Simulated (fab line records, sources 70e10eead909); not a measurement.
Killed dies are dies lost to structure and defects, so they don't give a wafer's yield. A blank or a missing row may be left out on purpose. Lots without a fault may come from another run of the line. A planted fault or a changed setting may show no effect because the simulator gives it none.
fab line records | flow nand_harc
record lots=24 wafers=72 last_day=24
route steps=1159 shown A_CONTACT@854
lots that met no fault: from a run of the same line without faults
start_h: hours from the record's first day to the start of the lot's first wafer shown | wait_h: hours since the lot's step before | " the same as in the row above | L1.1+2: a row that stands for several wafers | - no value, or no start given | * or withheld: withheld | < > ~ a bound
route shown NAME@n: a module of which the file shows steps, and the number in the route of the first | usual: mean/standard deviation of fault-free wafers | same: alike in all rows | chamber/n: place in a boat | sites: the reading at each site | _std_site: their standard deviation | _edge_site: outer sites' mean less inner sites' | radius_mm: how far each site lies from the wafer's centre | mask NAME#n: copy n | behind: the tool/chamber that last shaped the wafer | hold: why the lot was held/for how many hours/how that ended | device: the transistor (n, p or np) that didn't switch | end of line: the same wafers' tests at the end of the route | a step without rows: its recipe alone | killed: dies lost to structure and defects at the first sort, not the wafer's yield | map: a wafer's dies, x killed, . not, _ none there
set.NAME: the setting as run; set.NAME@STEP: as run at that earlier step | model.NAME: the simulator's own value behind a step, which no gauge read
steps of the route over a sample of lots; a table a step, a row a wafer
services: from which hour (start_h, from the record's first day; less than 0 if before it) a tool's chamber was out of use, for how many hours, and why
## steps
# step NHARC_A_CONTACT_CD_MEAS_42
# recipe target_cd_nm=200 landing_energy_ev=500
# usual cd_nm=200.0/0.51
# columns lot.wafer tool chamber start_h wait_h cd_nm
L075.1 cd_sem-02 0 373.70 - 200.3
L075.2 " 0 " " 200.2
L075.3 " 0 " " 200.4
L076.2 cd_sem-01 0 375.95 - 199.7
L076.3 " 0 " " 200.1
L076.4 " 0 " " 199.7
L074.1 cd_sem-01 0 378.27 - 199.7
L074.3 " 0 " " 200.2
L074.5 " 0 " " 200.4
L078.4 cd_sem-02 0 384.94 - 200.4
L078.5 " 0 " " 201.3
L078.6 " 0 " " 201.0
L077.1 cd_sem-03 0 385.75 - 199.9
L077.5 " 0 " " 200.0
L077.6 " 0 " " 200.0
L079.1 cd_sem-01 0 389.82 - 200.6
L079.2 " 0 " " 200.7
L079.3 " 0 " " 200.8
L081.1 cd_sem-02 0 412.74 - 200.4
L081.3 " 0 " " 199.6
L081.4 " 0 " " 199.9
L080.1 cd_sem-02 0 419.00 - 199.6
L080.4 " 0 " " 199.8
L080.5 " 0 " " 200.2
L083.3 cd_sem-01 0 429.22 - 199.3
L083.4 " 0 " " 199.4
L083.6 " 0 " " 199.5
L082.3 cd_sem-03 0 431.60 - 200.8
L082.4 " 0 " " 200.7
L082.6 " 0 " " 200.2
L084.1 cd_sem-02 0 456.45 - 199.6
L084.5 " 0 " " 200.3
L084.6 " 0 " " 199.7
L087.3 cd_sem-03 0 458.76 - 199.8
L087.4 " 0 " " 199.8
L087.5 " 0 " " 199.8
L088.2 cd_sem-03 0 462.75 - 199.5
L088.4 " 0 " " 200.2
L088.6 " 0 " " 199.5
L086.1 cd_sem-03 0 464.26 - 200.3
L086.4 " 0 " " 199.5
L086.6 " 0 " " 199.4
L091.1 cd_sem-03 0 466.92 - 200.9
L091.5 " 0 " " 200.2
L091.6 " 0 " " 199.8
L085.2 cd_sem-02 0 468.33 - 199.3
L085.4 " 0 " " 199.5
L085.6 " 0 " " 199.3
L089.1 cd_sem-02 0 472.91 - 200.1
L089.2 " 0 " " 200.0
L089.4 " 0 " " 199.7
L090.1 cd_sem-03 0 474.38 - 200.4
L090.2 " 0 " " 200.1
L090.6 " 0 " " 200.5
L093.1 cd_sem-01 0 478.84 - 199.9
L093.2 " 0 " " 200.1
L093.3 " 0 " " 200.2
L092.2 cd_sem-02 0 481.04 - 200.1
L092.3 " 0 " " 200.3
L092.4 " 0 " " 200.4
L094.1 cd_sem-02 0 493.52 - 201.1
L094.2 " 0 " " 200.5
L094.6 " 0 " " 200.7
L095.1 cd_sem-03 0 501.99 - 199.3
L095.2 " 0 " " 200.2
L095.3 " 0 " " 200.0
L097.3 cd_sem-03 0 502.78 - 199.3
L097.4 " 0 " " 199.5
L097.6 " 0 " " 199.2
L096.2 cd_sem-01 0 506.08 - 200.0
L096.5 " 0 " " 200.3
L096.6 " 0 " " 200.4
# step NHARC_A_CONTACT_ETCH_114
# recipe source_w=withheld pressure_mtorr=20 bias_v=3000 time_s=94 target_depth_a=9220 ar_flow_sccm=withheld c4f8_flow_sccm=withheld o2_flow_sccm=withheld chemistry=C4F8/O2/Ar
# same time_s=94
# columns lot.wafer tool chamber start_h wait_h rf_hours_counter_h
L075.2 har_cap_etch-02 1 375.54 0.1 9
L075.1 " 0 " " 9
L075.3 " 1 " " -
L076.2 har_cap_etch-01 0 378.16 0.1 56
L076.4 " 0 " " -
L076.3 " 1 " " -
L074.1 har_cap_etch-02 1 381.03 0.1 11
L074.3 " 0 " " -
L074.5 " 0 " " -
L078.4 har_cap_etch-02 0 386.80 0.1 -
L078.6 " 0 " " -
L078.5 " 1 " " -
L077.1 har_cap_etch-03 0 387.64 0.1 85
L077.5 " 1 " " -
L077.6 " 0 " " -
L079.2 har_cap_etch-01 1 392.08 0.1 61
L079.1 " 0 " " 61
L079.3 " 1 " " -
L081.1 har_cap_etch-03 1 414.71 0.1 89
L081.3 " 0 " " -
L081.4 " 1 " " -
L080.1 har_cap_etch-01 0 420.88 0.1 64
L080.4 " 0 " " -
L080.5 " 1 " " -
L083.4 har_cap_etch-01 1 431.18 0.1 -
L083.3 " 0 " " -
L083.6 " 1 " " -
L082.3 har_cap_etch-03 0 433.83 0.1 -
L082.4 " 1 " " -
L082.6 " 1 " " -
L084.1 har_cap_etch-02 1 458.32 0.1 23
L084.6 " 1 " " -
L084.5 " 0 " " -
L087.3 har_cap_etch-03 0 460.90 0.1 -
L087.4 " 1 " " -
L087.5 " 0 " " -
L088.2 har_cap_etch-01 1 464.81 0.1 69
L088.4 " 1 " " -
L088.6 " 1 " " -
L086.1 har_cap_etch-02 1 466.35 0.1 24
L086.4 " 0 " " -
L086.6 " 1 " " -
L091.1 har_cap_etch-02 1 468.78 0.1 25
L091.5 " 1 " " -
L091.6 " 0 " " -
L085.2 har_cap_etch-03 0 470.40 0.1 96
L085.4 " 0 " " -
L085.6 " 0 " " -
L089.2 har_cap_etch-02 1 474.76 0.1 26
L089.1 " 0 " " 26
L089.4 " 0 " " -
L090.1 har_cap_etch-03 0 476.20 0.1 98
L090.2 " 1 " " 98
L090.6 " 0 " " -
L093.1 har_cap_etch-02 0 480.79 0.1 29
L093.2 " 1 " " 29
L093.3 " 1 " " -
L092.2 har_cap_etch-01 1 482.89 0.1 75
L092.4 " 0 " " -
L092.3 " 1 " " -
L094.2 har_cap_etch-02 0 495.37 0.1 31
L094.1 " 1 " " 31
L094.6 " 0 " " -
L095.1 har_cap_etch-03 0 504.06 0.1 105
L095.2 " 1 " " 105
L095.3 " 1 " " -
L097.4 har_cap_etch-02 0 504.81 0.1 -
L097.3 " 1 " " -
L097.6 " 0 " " -
L096.2 har_cap_etch-03 1 507.99 0.1 107
L096.5 " 1 " " -
L096.6 " 0 " " -
# step NHARC_A_CONTACT_ETCH_121
# recipe source_w=withheld pressure_mtorr=20 bias_v=3000 time_s=94 target_depth_a=9220 ar_flow_sccm=withheld c4f8_flow_sccm=withheld o2_flow_sccm=withheld chemistry=C4F8/O2/Ar
# same time_s=94
# columns lot.wafer tool chamber start_h wait_h rf_hours_counter_h
L075.2 har_cap_etch-02 1 376.17 0.1 9
L075.1 " 0 " " 9
L075.3 " 1 " " -
L076.2 har_cap_etch-01 0 378.79 0.1 56
L076.4 " 0 " " -
L076.3 " 1 " " -
L074.1 har_cap_etch-02 1 381.67 0.1 12
L074.3 " 0 " " -
L074.5 " 0 " " -
L078.4 har_cap_etch-02 0 387.43 0.1 -
L078.6 " 0 " " -
L078.5 " 1 " " -
L077.1 har_cap_etch-03 0 388.27 0.1 85
L077.5 " 1 " " -
L077.6 " 0 " " -
L079.2 har_cap_etch-01 1 392.71 0.1 62
L079.1 " 0 " " 62
L079.3 " 1 " " -
L081.1 har_cap_etch-03 1 415.56 0.1 90
L081.3 " 0 " " -
L081.4 " 1 " " -
L080.1 har_cap_etch-01 0 421.50 0.1 65
L080.4 " 0 " " -
L080.5 " 1 " " -
L083.4 har_cap_etch-01 1 431.82 0.1 -
L083.3 " 0 " " -
L083.6 " 1 " " -
L082.3 har_cap_etch-03 0 434.47 0.1 -
L082.4 " 1 " " -
L082.6 " 1 " " -
L084.1 har_cap_etch-02 1 458.96 0.1 23
L084.6 " 1 " " -
L084.5 " 0 " " -
L087.3 har_cap_etch-03 0 461.54 0.1 -
L087.4 " 1 " " -
L087.5 " 0 " " -
L088.2 har_cap_etch-01 1 465.44 0.1 69
L088.4 " 1 " " -
L088.6 " 1 " " -
L086.1 har_cap_etch-02 1 466.98 0.1 24
L086.4 " 0 " " -
L086.6 " 1 " " -
L091.1 har_cap_etch-02 1 469.42 0.1 26
L091.5 " 1 " " -
L091.6 " 0 " " -
L085.2 har_cap_etch-03 0 471.04 0.1 97
L085.4 " 0 " " -
L085.6 " 0 " " -
L089.2 har_cap_etch-02 1 475.40 0.1 27
L089.1 " 0 " " 27
L089.4 " 0 " " -
L090.1 har_cap_etch-03 0 476.84 0.1 98
L090.2 " 1 " " 98
L090.6 " 0 " " -
L093.1 har_cap_etch-02 0 481.64 0.1 29
L093.2 " 1 " " 29
L093.3 " 1 " " -
L092.2 har_cap_etch-01 1 483.53 0.1 76
L092.4 " 0 " " -
L092.3 " 1 " " -
L094.2 har_cap_etch-02 0 496.00 0.1 31
L094.1 " 1 " " 31
L094.6 " 0 " " -
L095.1 har_cap_etch-03 0 504.70 0.1 105
L095.2 " 1 " " 105
L095.3 " 1 " " -
L097.4 har_cap_etch-02 0 505.45 0.1 -
L097.3 " 1 " " -
L097.6 " 0 " " -
L096.2 har_cap_etch-03 1 508.63 0.1 107
L096.5 " 1 " " -
L096.6 " 0 " " -
# step NHARC_A_CONTACT_ETCH_90
# recipe target_depth_a=400 over_etch_frac=0.5 time_s=85.7 ion_energy_ev=120 ch3f_flow_sccm=50 o2_flow_sccm=30 ar_flow_sccm=200 rf_w=500 bias_w=100 chemistry=CH3F/O2
# usual bias_w=100.02/0.29 drypump_motor_current_A=5.5/0.58 o2_flow_sccm=30.00/0.095 oes_product_au=0.97/0.036 rf_vpp_V=243.8/1.2 showerhead_plenum_p_Torr=2.43/0.061 throttle_valve_pct=20.662/0.0098
# same time_s=85.7
# columns lot.wafer tool chamber start_h wait_h bias_w drypump_motor_current_A o2_flow_sccm oes_product_au rf_hours_counter_h rf_vpp_V showerhead_plenum_p_Torr throttle_valve_pct
L075.3 rie_diel-01 2 376.95 0.4 100.05 6.3 29.97 0.93 23 244.1 2.40 20.652
L075.1 " 3 " " 100.10 5.7 29.98 0.92 23 244.5 2.46 20.671
L075.2 " 1 " " 100.25 5.1 30.05 0.92 19 245.2 2.57 20.678
L076.3 rie_diel-01 0 379.59 0.4 99.53 6.2 30.08 0.99 22 246.7 2.52 20.665
L076.4 " 1 " " 100.14 5.1 30.10 0.99 19 246.2 2.57 20.634
L076.2 " 2 " " 100.20 6.3 29.84 1.01 23 244.0 2.40 20.660
L074.1 rie_diel-05 2 382.44 0.5 100.53 4.8 29.88 0.99 5 244.6 2.45 20.658
L074.3 " 3 " " 99.79 5.0 30.00 1.00 5 244.0 2.43 20.659
L074.5 " 2 " " 100.64 4.7 29.99 1.00 - 243.5 2.45 20.669
L078.4 rie_diel-05 2 388.19 0.4 100.09 4.8 29.95 0.99 6 245.3 2.45 20.643
L078.5 " 2 " " 100.33 4.7 29.99 0.99 - 245.9 2.45 20.661
L078.6 " 3 " " 99.90 5.0 29.97 0.99 - 243.5 2.43 20.651
L077.1 rie_diel-05 1 389.07 0.5 99.63 6.1 30.02 1.00 6 242.0 2.36 20.657
L077.5 " 3 " " 100.11 5.0 30.07 0.99 - 242.0 2.43 20.665
L077.6 " 0 " " 99.61 5.8 29.93 1.00 - 244.6 2.40 20.675
L079.2 rie_diel-05 2 393.49 0.5 99.68 4.8 30.03 0.93 7 244.0 2.45 20.662
L079.3 " 3 " " 100.29 5.0 30.14 0.93 7 243.3 2.43 20.659
L079.1 " 0 " " 100.21 5.8 29.92 0.92 7 244.9 2.40 20.658
L081.1 rie_diel-05 2 416.49 0.6 100.01 4.8 30.13 0.96 10 245.4 2.45 20.668
L081.4 " 3 " " 100.36 5.0 30.08 0.95 10 243.0 2.43 20.668
L081.3 " 0 " " 99.90 5.8 29.99 0.94 10 244.0 2.39 20.669
L080.4 rie_diel-01 3 422.29 0.4 99.42 5.7 30.04 0.92 37 244.0 2.45 20.672
L080.1 " 1 " " 99.94 5.1 30.01 0.92 34 244.2 2.56 20.679
L080.5 " 3 " " 99.94 5.7 29.91 0.92 - 246.4 2.45 20.653
L083.4 rie_diel-05 0 432.58 0.4 100.52 5.8 29.91 0.99 11 240.9 2.39 20.669
L083.3 " 2 " " 100.11 4.8 30.04 0.99 13 243.2 2.44 20.650
L083.6 " 0 " " 100.01 5.9 29.99 1.00 - 242.6 2.39 20.661
L082.4 rie_diel-05 1 435.26 0.4 99.77 6.1 29.95 1.00 13 243.5 2.36 20.666
L082.3 " 0 " " 100.26 5.8 29.94 0.99 12 243.4 2.39 20.657
L082.6 " 1 " " 100.46 6.1 29.99 1.01 - 242.0 2.36 20.663
L084.1 rie_diel-05 1 459.74 0.5 100.32 6.1 29.97 0.93 16 243.3 2.35 20.668
L084.5 " 1 " " 99.72 6.1 30.05 0.92 - 241.7 2.35 20.674
L084.6 " 2 " " 99.62 4.7 30.04 0.93 - 244.4 2.44 20.663
L087.3 rie_diel-05 3 462.32 0.5 100.03 5.0 29.81 0.92 16 243.9 2.43 20.662
L087.4 " 0 " " 99.91 5.8 29.99 0.92 15 242.8 2.39 20.675
L087.5 " 2 " " 100.38 4.7 30.01 0.94 - 244.3 2.44 20.643
L088.2 rie_diel-05 3 466.22 0.5 100.26 5.0 29.96 1.00 17 243.0 2.43 20.669
L088.4 " 2 " " 99.95 4.8 30.07 1.00 - 243.3 2.44 20.657
L088.6 " 3 " " 100.46 5.0 29.78 1.00 - 244.2 2.43 20.659
L086.1 rie_diel-05 3 467.77 0.5 100.20 5.0 30.08 0.93 18 244.3 2.43 20.650
L086.6 " 3 " " 99.89 5.0 30.00 0.92 - 244.4 2.43 20.667
L086.4 " 1 " " 100.22 6.1 30.08 0.92 - 242.8 2.35 20.654
L091.1 rie_diel-05 2 470.24 0.6 100.24 4.8 30.03 1.00 19 243.5 2.44 20.667
L091.6 " 3 " " 100.25 5.0 29.93 0.99 - 242.3 2.43 20.675
L091.5 " 1 " " 99.15 6.1 30.09 0.99 - 241.9 2.35 20.665
L085.2 rie_diel-01 1 471.80 0.5 100.02 5.1 29.98 0.92 54 246.3 2.56 20.662
L085.4 " 3 " " 99.69 5.7 29.98 0.92 57 244.6 2.45 20.659
L085.6 " 2 " " 100.07 6.3 29.93 0.93 - 244.6 2.39 20.663
L089.4 rie_diel-05 1 476.18 0.4 100.46 6.1 30.08 0.92 21 243.4 2.35 20.674
L089.1 " 2 " " 99.72 4.7 29.89 0.93 20 244.7 2.44 20.656
L089.2 " 3 " " 99.98 5.0 30.16 0.93 20 242.1 2.43 20.645
L090.1 rie_diel-05 0 477.65 0.6 100.52 5.8 30.20 0.99 17 243.6 2.39 20.656
L090.2 " 1 " " 100.41 6.1 29.90 1.01 21 242.4 2.35 20.657
L090.6 " 2 " " 99.82 4.7 30.00 1.00 - 243.9 2.44 20.673
L093.3 rie_diel-13 1 482.61 0.4 99.99 6.4 30.07 0.93 9 246.5 2.66 20.663
L093.2 " 2 " " 100.17 6.3 29.98 0.94 8 243.1 2.38 20.670
L093.1 " 3 " " 99.82 5.3 30.15 0.94 7 247.1 2.66 20.647
L092.2 rie_diel-05 1 484.30 0.5 99.67 6.1 30.26 1.00 22 243.0 2.35 20.643
L092.3 " 3 " " 99.87 5.0 30.13 0.98 21 245.5 2.43 20.662
L092.4 " 0 " " 99.35 5.8 30.10 1.00 19 243.0 2.39 20.667
L094.1 rie_diel-05 0 497.19 0.9 99.97 5.8 29.96 0.92 23 243.0 2.39 20.659
L094.2 " 3 " " 100.11 5.0 30.11 0.93 25 243.5 2.42 20.658
L094.6 " 0 " " 100.00 5.8 29.91 0.93 - 242.8 2.39 20.671
L095.2 rie_diel-01 3 505.48 0.5 100.43 5.7 30.10 1.00 2 245.2 2.44 20.660
L095.3 " 1 " " 99.94 5.1 30.07 1.01 3 245.3 2.55 20.662
L095.1 " 2 " " 99.87 6.3 30.10 1.00 3 243.1 2.39 20.666
L097.4 rie_diel-05 3 506.21 0.4 99.58 5.0 29.92 1.00 26 244.3 2.42 20.657
L097.3 " 0 " " 100.17 5.8 29.94 1.00 26 243.8 2.39 20.668
L097.6 " 3 " " 100.23 5.0 29.90 0.99 - 243.3 2.42 20.665
L096.2 rie_diel-01 1 509.44 0.6 99.57 5.1 30.13 1.02 5 247.0 2.55 20.658
L096.5 " 3 " " 99.73 5.7 30.05 0.99 - 244.4 2.44 20.644
L096.6 " 0 " " 100.11 6.2 30.00 1.00 - 245.5 2.50 20.651
# step NHARC_A_CONTACT_DEP_57
# recipe target_thk_a=28000 temp_c=400 material=aC
# usual throttle_valve_pct=35.000/0.0096
# columns lot.wafer tool chamber start_h wait_h throttle_valve_pct
L075.1 acl_dep-01 0 379.42 - 35.006
L075.2 " 0 " " 35.012
L075.3 " 0 " " 35.013
L076.2 acl_dep-01 0 381.45 - 34.991
L076.3 " 0 " " 34.993
L076.4 " 0 " " 34.990
L074.1 acl_dep-01 0 385.13 - 35.005
L074.3 " 0 " " 34.993
L074.5 " 0 " " 34.997
L077.1 acl_dep-02 0 390.22 - 35.000
L077.5 " 0 391.36 - 35.003
L077.6 " 0 " " 35.015
L078.4 acl_dep-03 0 390.36 - 34.995
L078.5 " 0 " " 34.988
L078.6 " 0 " " 34.993
L079.1 acl_dep-03 0 394.77 - 35.001
L079.2 " 0 " " 34.982
L079.3 " 0 " " 35.008
L081.1 acl_dep-01 0 420.09 - 35.004
L081.3 " 0 " " 34.996
L081.4 " 0 " " 35.006
L080.1 acl_dep-02 0 423.44 - 35.006
L080.4 " 0 " " 34.983
L080.5 " 0 " " 35.007
L083.3 acl_dep-01 0 434.56 - 34.989
L083.4 " 0 " " 35.014
L083.6 " 0 " " 34.991
L082.3 acl_dep-02 0 437.18 - 35.009
L082.4 " 0 " " 34.991
L082.6 " 0 " " 35.000
L084.1 acl_dep-01 0 463.64 - 34.995
L084.5 " 0 464.79 - 35.012
L084.6 " 0 " " 34.995
L087.3 acl_dep-02 0 464.34 - 34.992
L087.4 " 0 " " 34.988
L087.5 " 0 " " 34.997
L088.2 acl_dep-03 0 467.73 - 35.003
L088.4 " 0 " " 35.014
L088.6 " 0 " " 34.984
L086.1 acl_dep-01 0 472.08 - 35.003
L086.4 " 0 " " 35.000
L086.6 " 0 " " 34.993
L091.1 acl_dep-03 0 474.17 - 35.007
L091.5 " 0 475.31 - 34.998
L091.6 " 0 " " 35.005
L085.2 acl_dep-02 0 476.59 - 35.009
L085.4 " 0 " " 34.996
L085.6 " 0 " " 35.002
L089.1 acl_dep-02 0 482.09 - 35.006
L089.2 " 0 " " 35.003
L089.4 " 0 " " 35.006
L090.1 acl_dep-02 0 489.44 - 35.014
L090.2 " 0 " " 34.999
L090.6 " 0 490.86 - 35.002
L093.1 acl_dep-03 0 492.03 - 35.002
L093.2 " 0 " " 35.015
L093.3 " 0 " " 35.016
L092.2 acl_dep-02 0 493.33 - 35.002
L092.3 " 0 " " 35.006
L092.4 " 0 " " 34.993
L094.1 acl_dep-03 0 499.36 - 34.998
L094.2 " 0 " " 35.003
L094.6 " 0 500.80 - 35.000
L095.1 acl_dep-01 0 506.64 - 35.000
L095.2 " 0 " " 34.997
L095.3 " 0 " " 35.008
L097.3 acl_dep-02 0 508.03 - 34.996
L097.4 " 0 " " 34.994
L097.6 " 0 " " 34.993
L096.2 acl_dep-02 0 511.43 - 35.010
L096.5 " 0 " " 34.994
L096.6 " 0 " " 34.987
# step NHARC_A_CONTACT_INSPECT_71
# usual raw_defect_count=28/12
# columns lot.wafer tool chamber start_h wait_h raw_defect_count
L075.1 defect_inspect-02 - 382.03 0.0 22
L075.2 " - " " 19
L075.3 " - " " 21
L076.2 defect_inspect-01 - 383.64 0.0 22
L076.3 " - " " 25
L076.4 " - " " 14
L074.1 defect_inspect-02 - 387.71 0.0 14
L074.3 " - " " 17
L074.5 " - " " 13
L078.4 defect_inspect-02 - 392.11 0.0 27
L078.5 " - " " 22
L078.6 " - " " 25
L077.1 defect_inspect-02 - 392.79 0.0 36
L077.5 " - " " 30
L077.6 " - " " 38
L079.1 defect_inspect-01 - 397.36 0.0 36
L079.2 " - " " 47
L079.3 " - " " 43
L081.1 defect_inspect-02 - 422.68 0.0 31
L081.3 " - " " 36
L081.4 " - " " 35
L080.1 defect_inspect-02 - 426.02 0.0 24
L080.4 " - " " 19
L080.5 " - " " 26
L083.3 defect_inspect-01 - 436.60 0.0 40
L083.4 " - " " 42
L083.6 " - " " 54
L082.3 defect_inspect-01 - 439.08 0.0 26
L082.4 " - " " 30
L082.6 " - " " 29
L084.1 defect_inspect-01 - 466.23 0.0 3
L084.5 " - " " 15
L084.6 " - " " 7
L087.3 defect_inspect-01 - 466.39 0.0 7
L087.4 " - " " 5
L087.5 " - " " 8
L088.2 defect_inspect-02 - 470.04 0.0 26
L088.4 " - " " 34
L088.6 " - " " 38
L086.1 defect_inspect-01 - 474.69 0.0 48
L086.4 " - " " 40
L086.6 " - " " 43
L091.1 defect_inspect-01 - 476.88 0.0 36
L091.5 " - " " 55
L091.6 " - " " 36
L085.2 defect_inspect-02 - 478.79 0.0 36
L085.4 " - " " 32
L085.6 " - " " 28
L089.1 defect_inspect-02 - 484.53 0.0 16
L089.2 " - " " 14
L089.4 " - " " 12
L090.1 defect_inspect-02 - 491.88 0.0 30
L090.2 " - " " 44
L090.6 " - " " 25
L093.1 defect_inspect-01 - 494.66 0.1 25
L093.2 " - " " 34
L093.3 " - " " 28
L092.2 defect_inspect-02 - 495.65 0.0 34
L092.3 " - " " 28
L092.4 " - " " 25
L094.1 defect_inspect-02 - 501.83 0.0 23
L094.2 " - " " 27
L094.6 " - " " 26
L095.1 defect_inspect-01 - 509.51 0.0 17
L095.2 " - " " 19
L095.3 " - " " 13
L097.3 defect_inspect-01 - 509.94 0.0 28
L097.4 " - " " 37
L097.6 " - " " 28
L096.2 defect_inspect-01 - 513.63 0.0 39
L096.5 " - " " 41
L096.6 " - " " 41
## services
# columns tool chamber start_h hours kind
acl_dep-02 - 352.23 13.0 pm
rie_diel-05 - 354.82 0.4 repair
har_cap_etch-02 - 360.28 0.4 repair
rie_diel-05 0 366.96 4.6 repair
rie_diel-05 0 374.12 - clean
rie_diel-05 1 374.12 - clean
rie_diel-05 2 374.12 - clean
rie_diel-05 3 374.12 - clean
rie_diel-05 0 398.83 - clean
rie_diel-05 1 398.83 - clean
rie_diel-05 2 398.83 - clean
rie_diel-05 3 398.83 - clean
acl_dep-03 - 408.43 13.0 pm
rie_diel-05 0 423.36 - clean
rie_diel-05 1 423.36 - clean
rie_diel-05 2 423.36 - clean
rie_diel-05 3 423.36 - clean
rie_diel-05 0 447.86 - clean
rie_diel-05 1 447.86 - clean
rie_diel-13 - 453.21 9.0 pm
rie_diel-05 - 458.16 1.0 repair
acl_dep-01 - 475.66 13.0 pm
rie_diel-01 - 491.90 9.0 pm
rie_diel-05 3 501.35 4.8 repair
## key
fault none
